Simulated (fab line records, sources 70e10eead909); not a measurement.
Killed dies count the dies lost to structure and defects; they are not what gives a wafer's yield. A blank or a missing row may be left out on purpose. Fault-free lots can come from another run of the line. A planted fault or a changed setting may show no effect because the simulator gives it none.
Tool commonality check	flow nand_harc	Sampled: 14 lots, 42 wafers

== WHAT PROMPTED THE OPENING ==
On 2 of the 14 lots, a flag is raised at NHARC_A_ONON_D2_THK_MEAS_24 on the reading thk_nm. No-fault wafers: 1003 nm, standard deviation 11.
Rule: a lot gets a flag if all its wafers with a number sit over 4 standard deviations from that mean, or if no wafer of it has a number. As for the other lots, they are considered sound.

lot	measured	on	thk_nm (nm), wafer by wafer	flag
L434	day 12 23:22	film_metro-02	997 998 996	
L439	day 15 00:43	film_metro-01	1004 1004 1006	
L435	day 15 20:48	film_metro-02	1001 1001 1001	
L441	day 15 20:49	film_metro-01	998 999 999	
L440	day 16 01:38	film_metro-02	1020 1021 1020	
L442	day 16 01:38	film_metro-01	996 997 999	
L443	day 16 15:45	film_metro-01	1018 1016 1017	
L444	day 16 15:45	film_metro-01	1009 1010 1010	
L445	day 17 17:50	film_metro-01	989 991 989	
L447	day 18 23:09	film_metro-02	1004 1007 1007	
L449	day 19 03:23	film_metro-02	993 995 993	
L450	day 19 03:23	film_metro-01	637 636 636	FLAGGED
L448	day 19 03:23	film_metro-01	1021 1022 1020	
L453	day 20 16:17	film_metro-02	676 673 676	FLAGGED
On average the flagged lots' numbers are 656 nm, which is -347 nm against the usual, or -32 standard deviations.

== TOOL THAT RAN EACH LOT ==
The record holds 1 process step before the reading, out of a route of 1302 steps. Every cell lists first the tool, next ch and the chambers used by the sampled wafers, and last the start.
lot	flag	NHARC_A_ONON_D2_DEP_22
L434		pecvd_onon-02 ch 0, day 12 22:54
L439		pecvd_onon-04 ch 0, day 15 00:20
L435		pecvd_onon-01 ch 0, day 15 20:18
L441		pecvd_onon-04 ch 0, day 15 20:22
L440		pecvd_onon-01 ch 0, day 16 01:07
L442		pecvd_onon-04 ch 0, day 16 01:08
L443		pecvd_onon-04 ch 0, day 16 15:14
L444		pecvd_onon-01 ch 0, day 16 15:15
L445		pecvd_onon-01 ch 0, day 17 17:20
L447		pecvd_onon-01 ch 0, day 18 22:38
L449		pecvd_onon-02 ch 0, day 19 02:52
L450	FLAGGED	pecvd_onon-01 ch 0, day 19 02:52
L448		pecvd_onon-04 ch 0, day 19 02:53
L453	FLAGGED	pecvd_onon-01 ch 0, day 20 15:53
What these steps do:
- NHARC_A_ONON_D2_DEP_22: target thk 1000 nm.
- NHARC_A_ONON_D2_THK_MEAS_24: measures by ellipsometry.

== FLAGGED AGAINST TOTAL, ONE TOOL AT A TIME (gauges that did the reading follow at the end) ==
step	tool	lots run	flagged	share of the flagged lots	sound lots run after its first flagged lot
NHARC_A_ONON_D2_DEP_22	pecvd_onon-01	7	2	all	0
NHARC_A_ONON_D2_DEP_22	pecvd_onon-02	2	0	none	-
NHARC_A_ONON_D2_DEP_22	pecvd_onon-04	5	0	none	-
NHARC_A_ONON_D2_THK_MEAS_24	film_metro-01	8	1	some	1 (L448)
NHARC_A_ONON_D2_THK_MEAS_24	film_metro-02	6	1	some	0

== WHAT THE TABLE PERMITS ==
Rows of the table that ran each flagged lot: 1, that is pecvd_onon-01 at NHARC_A_ONON_D2_DEP_22.
- pecvd_onon-01 at NHARC_A_ONON_D2_DEP_22 ran 7 lots, 2 of them flagged. Its last sound lot is L447 (day 18 22:38), its first flagged lot L450 (day 19 02:52): a fault that began between those two fits.
Left over: one tool, pecvd_onon-01 at NHARC_A_ONON_D2_DEP_22.

== WHAT HAD BEEN PUT IN BY THE SIMULATOR ==
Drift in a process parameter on pecvd_onon-01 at NHARC_A_ONON_D2_DEP_22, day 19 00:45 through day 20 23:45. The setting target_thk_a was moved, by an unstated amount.
Shown lots that were struck: L450, L453. The rule above reached the same finding.
